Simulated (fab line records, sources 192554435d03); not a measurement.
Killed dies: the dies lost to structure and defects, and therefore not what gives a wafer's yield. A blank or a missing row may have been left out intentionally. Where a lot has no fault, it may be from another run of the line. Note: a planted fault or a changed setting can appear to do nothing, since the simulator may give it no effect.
2 desks, one fault + flow n5 finfet + each desk holds nothing but its own numbers, with what lay behind them at the end

== DESK OF THE TOOL OWNER: pecvd-03 ==
The tool's own readings at N5_BEOL_M3_ILD_DEP_00 (deposits SiOC from DEMS/O2, target thk 79 nm, time 15.3 s): means of the sampled wafers that have a number, for each lot that ran on this tool. If a lot's mean is further than 4 standard deviations from the usual mean, the lot is out of limits and carries the mark OUT (the distance appears in the brackets).
Columns: A = heater power w at N5_BEOL_M3_ILD_DEP_00, usual 481 W; B = showerhead plenum p Torr at N5_BEOL_M3_ILD_DEP_00, usual 5.693 Torr; C = showerhead vpp V at N5_BEOL_M3_ILD_DEP_00, usual 1366 V; D = throttle valve pct at N5_BEOL_M3_ILD_DEP_00, usual 11.7 %
| lot  | first seen here | A   | B     | C    | D    |
|------|-----------------|-----|-------|------|------|
| L613 | day 12 13:30    | 446 | 5.697 | 1350 | 11.6 |
| L614 | day 12 21:20    | 461 | 5.699 | 1330 | 11.9 |
This desk's finding: nothing out of limits on any of the 2 lots.

== FROM THE METROLOGY DESK ==
Lot by lot, what the gauges showed, no matter which tool ran the lot: averages of those sampled wafers that carry a number. If a lot's mean is further than 4 standard deviations from the usual mean, the lot is out of limits and carries the mark OUT (the distance appears in the brackets). Of its 11 readings 7 are shown: the one that was out of limits first, and those that lie furthest out on some lot.
Columns: A = M3_ILD_THK at N5_BEOL_M3_THK_MEAS_01, usual 78.6 nm; B = DIBL_N at N5_BEOL_M4_RC_MEAS_101, usual 35.1 mV/V; C = DIBL_P at N5_BEOL_M4_RC_MEAS_101, usual 34.9 mV/V; D = IOFF_N at N5_BEOL_M4_RC_MEAS_101, usual 0.143 nA/um; E = IOFF_P at N5_BEOL_M4_RC_MEAS_101, usual 0.21 nA/um; F = ION_P at N5_BEOL_M4_RC_MEAS_101, usual 463 uA/um; G = VT_P at N5_BEOL_M4_RC_MEAS_101, usual -250 mV
| lot  | first seen here | A               | B    | C    | D     | E    | F   | G    |
|------|-----------------|-----------------|------|------|-------|------|-----|------|
| L595 | day 7 14:11     | 77.7            | 32.6 | 32.4 | 0.117 | 0.17 | 460 | -251 |
| L594 | day 7 14:18     | 79.4            | 36.6 | 36.3 | 0.184 | 0.24 | 468 | -244 |
| L596 | day 7 17:30     | 78.2            | 34.2 | 34.0 | 0.131 | 0.20 | 466 | -249 |
| L597 | day 8 03:55     | 78.4            | 33.6 | 33.1 | 0.133 | 0.17 | 458 | -254 |
| L599 | day 8 21:20     | 78.3            | 32.2 | 32.3 | 0.118 | 0.19 | 464 | -247 |
| L601 | day 9 02:05     | 78.9            | 35.1 | 34.0 | 0.124 | 0.16 | 451 | -257 |
| L602 | day 9 04:01     | 78.3            | 35.3 | 35.8 | 0.135 | 0.21 | 466 | -249 |
| L603 | day 9 15:28     | 78.0            | 35.3 | 34.7 | 0.145 | 0.20 | 463 | -252 |
| L604 | day 9 16:01     | 79.4            | 34.3 | 33.8 | 0.135 | 0.19 | 462 | -248 |
| L605 | day 9 20:07     | 78.8            | 34.9 | 34.0 | 0.125 | 0.17 | 458 | -255 |
| L609 | day 11 10:43    | 79.2            | 37.0 | 36.1 | 0.165 | 0.27 | 466 | -245 |
| L613 | day 12 13:34    | 69.8 (-8.0) OUT | 34.8 | 34.1 | 0.131 | 0.19 | 465 | -250 |
| L614 | day 12 21:24    | 69.3 (-8.5) OUT | 36.8 | 37.5 | 0.164 | 0.24 | 472 | -248 |
| L617 | day 14 03:08    | 77.7            | 35.0 | 35.7 | 0.135 | 0.22 | 466 | -248 |
Per this desk, out of limits: L613, L614; the first was L613, day 12 13:34 (M3_ILD_THK at N5_BEOL_M3_THK_MEAS_01). L595, L594, L596, L597, L599, L601, L602, L603, L604, L605, L609, L617: within limits.

== ALL TOGETHER ==
An alarm was possible from the metrology desk at day 12 13:34, on L613, L614.
Nothing out of limits was seen by the tool owner's desk.
On record at the tool owner's desk: L613, L614, within its limits.
The lots listed all ran N5_BEOL_M3_ILD_DEP_00 on pecvd-03.

== WHAT THE SIMULATOR PUT IN ==
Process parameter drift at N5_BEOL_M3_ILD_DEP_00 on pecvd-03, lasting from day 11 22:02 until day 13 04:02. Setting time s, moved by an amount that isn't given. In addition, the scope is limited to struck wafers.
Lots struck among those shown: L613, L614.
Delay in hours, fault start to first out-of-limits reading, per desk: metrology desk 16.
